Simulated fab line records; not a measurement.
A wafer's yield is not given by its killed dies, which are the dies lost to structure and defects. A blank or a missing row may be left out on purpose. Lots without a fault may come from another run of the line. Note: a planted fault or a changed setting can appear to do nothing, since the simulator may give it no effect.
Matching of chambers	flow n5Finfet	3 sister chambers for N5_BEOL_M6_DEP_56 on pecvd-04
The step deposits SiCN from 3MS/NH3, target thk 10 nm, time 17.5 s. 6 wafers are shown with their chamber, then 12 later ones without.

## EACH WAFER AND ITS CHAMBER
wafer	chamber	throttleValvePct (%)	showerheadPlenumPTorr (Torr)
L076.3	2	8.7	3.661
L076.4	2	8.5	3.671
L080.4	1	9.5	3.677
L080.5	1	9.5	3.674
L081.3	0	8.5	3.658
L081.6	0	8.4	3.663

## WAFERS WITH NO CHAMBER GIVEN
wafer	throttleValvePct (%)	showerheadPlenumPTorr (Torr)
L082.2	8.2	3.663
L082.3	9.6	3.669
L082.5	8.3	3.665
L089.4	8.8	3.657
L089.5	8.4	3.674
L089.6	9.4	3.679
L090.1	8.1	3.652
L090.2	9.9	3.673
L090.6	8.5	3.661
L095.1	8.4	3.655
L095.2	8.7	3.666
L095.4	8.5	3.651

## WHICH CHAMBER EACH WENT THROUGH
wafer	from the rows above	in truth
L082.2	can't be placed: 0 or 2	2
L082.3	1	1
L082.5	can't be placed: 0 or 2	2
L089.4	can't be placed: 2 or 0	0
L089.5	can't be placed: 2 or 0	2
L089.6	1	1
L090.1	can't be placed: 0 or 2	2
L090.2	1	1
L090.6	can't be placed: 0 or 2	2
L095.1	can't be placed: 0 or 2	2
L095.2	can't be placed: 2 or 0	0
L095.4	can't be placed: 0 or 2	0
3 of 12 placed correctly. Unplaceable from these rows: 9, with the true chamber sitting among the candidates in 9. Number placed wrongly: 0.
How it was worked out, from the rows above alone: a wafer's distance from a chamber is the root of the sum, over the readings, of the square of ((its reading less the chamber's mean) divided by the reading's scatter). The wafer belongs to the nearest chamber; if the next one is less than 2 further off, it can't be placed. Each chamber's mean is taken over the wafers shown for it. The scatter is the square root of a quotient: the sum, over the shown wafers, of each reading's squared deviation from its chamber's mean, divided by wafers minus chambers.
